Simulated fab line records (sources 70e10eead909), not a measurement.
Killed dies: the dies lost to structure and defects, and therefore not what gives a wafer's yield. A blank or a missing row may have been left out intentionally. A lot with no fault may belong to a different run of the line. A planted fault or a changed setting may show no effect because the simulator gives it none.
Matching of chambers ; flow nand_harc ; rie_diel-11 running NHARC_P_GATE_DESCUM_48: 4 sister chambers
The step chemistry O2, time 3 s. 16 wafers are shown with their chamber, then 8 later ones without.

WAFERS PAIRED WITH THEIR CHAMBERS
wafer;chamber;drypump_motor_current_A (A);showerhead_plenum_p_Torr (Torr);oes_product_au (a.u.)
L079.1;2;6.0;1.94;0.995
L079.4;1;4.9;1.91;0.994
L079.6;2;6.0;1.94;1.001
L083.3;0;5.1;1.84;0.993
L083.4;2;5.9;1.94;1.001
L083.6;2;5.9;1.93;0.996
L087.1;1;4.9;1.91;0.997
L087.2;0;5.1;1.84;0.991
L087.6;2;5.9;1.93;0.991
L091.1;3;6.1;1.81;1.007
L091.2;2;5.9;1.93;1.005
L091.4;1;4.9;1.91;1.018
L092.2;3;6.1;1.81;1.007
L092.4;0;5.1;1.84;0.988
L092.6;1;4.9;1.91;1.003
L095.2;3;6.1;1.81;1.005

SIGNATURES (averages over the wafers above)
reading;chamber 0;chamber 1;chamber 2;chamber 3;scatter within a chamber
drypump_motor_current_A;5.100;4.900;5.933;6.100;0.0333
showerhead_plenum_p_Torr;1.8400;1.9100;1.9350;1.8100;0.00354
oes_product_au;0.99067;1.00300;0.99817;1.00633;0.00637
Rule: for a wafer and a chamber, the distance is found by dividing, reading by reading, the gap between the wafer's reading and the chamber's mean by the reading's scatter, squaring, summing and taking the root. The wafer belongs to the nearest chamber; if the next one is less than 2 further off, it can't be placed. The scatter: take each reading less its chamber's mean, square it, sum over the shown wafers, divide by the number of wafers less the number of chambers, and take the root.

WAFERS MISSING THEIR CHAMBER
wafer;drypump_motor_current_A (A);showerhead_plenum_p_Torr (Torr);oes_product_au (a.u.)
L095.4;5.9;1.93;0.997
L095.5;4.9;1.91;1.002
L096.2;4.9;1.91;1.006
L096.4;5.1;1.84;1.003
L096.6;5.1;1.84;1.004
L097.2;6.1;1.81;1.008
L097.4;4.9;1.91;1.020
L097.6;5.1;1.84;1.003

CHAMBER TAKEN BY EACH
wafer;from the rows above;in truth
L095.4;2;2
L095.5;1;1
L096.2;1;1
L096.4;0;0
L096.6;0;0
L097.2;3;3
L097.4;1;1
L097.6;0;0
Placed correctly: 8 of 8. Not placeable from these rows: 0. 0 placed wrongly.
